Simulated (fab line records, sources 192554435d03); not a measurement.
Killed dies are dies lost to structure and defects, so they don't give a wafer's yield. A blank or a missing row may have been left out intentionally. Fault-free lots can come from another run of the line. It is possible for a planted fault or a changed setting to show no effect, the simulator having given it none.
8D (eight disciplines) problem report, filled in by code    flow n5 finfet    the parts of the form that need people (team, actions taken, sign-off) are left out

== 1. THE ISSUE ==
rf fwd power W at N5_BEOL_M2_VIA_ETCH_34 reads a mean of 260.6 W on 2 wafers of 2 lots; wafers without a fault read 347.3 W with a standard deviation of 1.4. That puts it -62 standard deviations away from the usual mean.
The step: etches the open film in C4F6/O2, target depth 69.4 nm, time 65.9 s.
First observed at day 11 03:52: wafer L421.2, on rie diel-05. Wafers with a number at this step in the record: 16, from 6 lots. The rule behind "out" and "out of limits": a value lying over 4 standard deviations away from the usual mean. All remaining wafers that have a number are taken as sound.

== 2. WHAT IT IS, AND WHAT IT ISN'T ==
question                     is                        is not
which readings at this step  rf fwd power W, rf vpp V  bias w, drypump motor current A, oes product au, showerhead plenum p Torr, throttle valve pct
which lots                   L421, L423                L408, L410, L415, L418
which wafers of those lots   L421.2, L423.4            L421.1, L421.4, L423.2, L423.6
read on which tools          rie diel-05               rie diel-02, rie diel-06
when                         from day 11 03:52         up to then (12 sound wafers); but 2 sound wafers of L423 came after

== 3. SUSPECTS, AND WHAT RULES EACH OUT ==
Counting: a tool at a process step up to the reading stays a suspect if it ran every lot that is out. Sound lots after the first of them don't rule it out here, since some wafers of a struck lot are sound.
- rie diel-05 at N5_BEOL_M2_DESCUM_33 (chemistry O2, time 7 s): kept. It processed each lot that is out (first: L421, day 11 02:17); up to then, its last sound lot is L418 (day 9 12:02).
- rie diel-05 at N5_BEOL_M2_ETCH_77 (etches underlayer in N2/H2, target depth 6.5 nm, time 5.2 s): kept. It processed each lot that is out (first: L421, day 11 02:19); up to then, its last sound lot is L418 (day 9 12:04).
- rie diel-05 at N5_BEOL_M2_ETCH_69 (etches SiARC in CF4, target depth 15.6 nm, time 26 s): kept. It processed each lot that is out (first: L421, day 11 02:20); up to then, its last sound lot is L418 (day 9 12:05).
- rie diel-05 at N5_BEOL_M2_ETCHBACK_99 (etches SiO2 in CHF3, target depth 5 nm, time 10.4 s): kept. It processed each lot that is out (first: L421, day 11 03:44); up to then, its last sound lot is L418 (day 10 08:23).
- rie diel-05 at N5_BEOL_M2_ETCH_70 (etches SOC in N2/H2, target depth 80 nm, overetch 24 nm, time 130 s): kept. It processed each lot that is out (first: L421, day 11 03:46); up to then, its last sound lot is L418 (day 10 08:26).
- rie diel-05 at N5_BEOL_M2_VIA_ETCH_34 (etches the open film in C4F6/O2, target depth 69.4 nm, time 65.9 s): kept. It processed each lot that is out (first: L421, day 11 03:52); up to then, its last sound lot is L418 (day 10 08:32). Its own readings are out on those wafers: rf fwd power W, rf vpp V.
- Within rie diel-05 at N5_BEOL_M2_ETCHBACK_99: the wafers that are out ran in chamber 3; their sound lot-mates ran in chambers 0, 1, 2.
- Within rie diel-05 at N5_BEOL_M2_ETCH_70: the wafers that are out ran in chamber 3; their sound lot-mates ran in chambers 0, 1, 2.
- Within rie diel-05 at N5_BEOL_M2_VIA_ETCH_34: the wafers that are out ran in chamber 3; their sound lot-mates ran in chambers 0, 1, 2.
Left after counting: rie diel-05 at N5_BEOL_M2_DESCUM_33, rie diel-05 at N5_BEOL_M2_ETCH_77, rie diel-05 at N5_BEOL_M2_ETCH_69, rie diel-05 at N5_BEOL_M2_ETCHBACK_99, rie diel-05 at N5_BEOL_M2_ETCH_70, rie diel-05 at N5_BEOL_M2_VIA_ETCH_34.

== 4. THE CAUSE (what the simulator had put in) ==
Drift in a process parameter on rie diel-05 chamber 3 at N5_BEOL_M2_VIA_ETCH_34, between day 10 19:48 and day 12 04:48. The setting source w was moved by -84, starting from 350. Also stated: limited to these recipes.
After counting, 6 suspects remain, this tool included.

== 5. THE EFFECT CHAIN, in route order ==
Each row: a reading whose mean over the struck wafers that have a number lies more than 3 standard deviations from the usual. Scope: only readings with a usual standard deviation given in the record; hours: median across lots of the time from each lot's start at the first step in this table that gives one to its start at this step; sigmas: change in usual standard deviations.
hours  step                    reading         usual    on struck wafers  change  sigmas
0      N5_BEOL_M2_VIA_ETCH_34  rf fwd power W  347.3 W  260.6             -86.7   -62
0      N5_BEOL_M2_VIA_ETCH_34  rf vpp V        660 V    744               +84     +8.4
Here are the process steps it includes:
- N5_BEOL_M2_VIA_ETCH_34: etches the open film in C4F6/O2, target depth 69.4 nm, time 65.9 s.
Later steps that measure or inspect, where all struck wafers having a row at the step show a number for every such reading and not one has moved that far: N5_BEOL_M4_RC_MEAS_101.

== 6. WHAT WOULD HAVE CAUGHT IT SOONER ==
First out-of-limits reading in this record: day 11 03:52, which is 8 hours after fault onset at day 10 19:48.
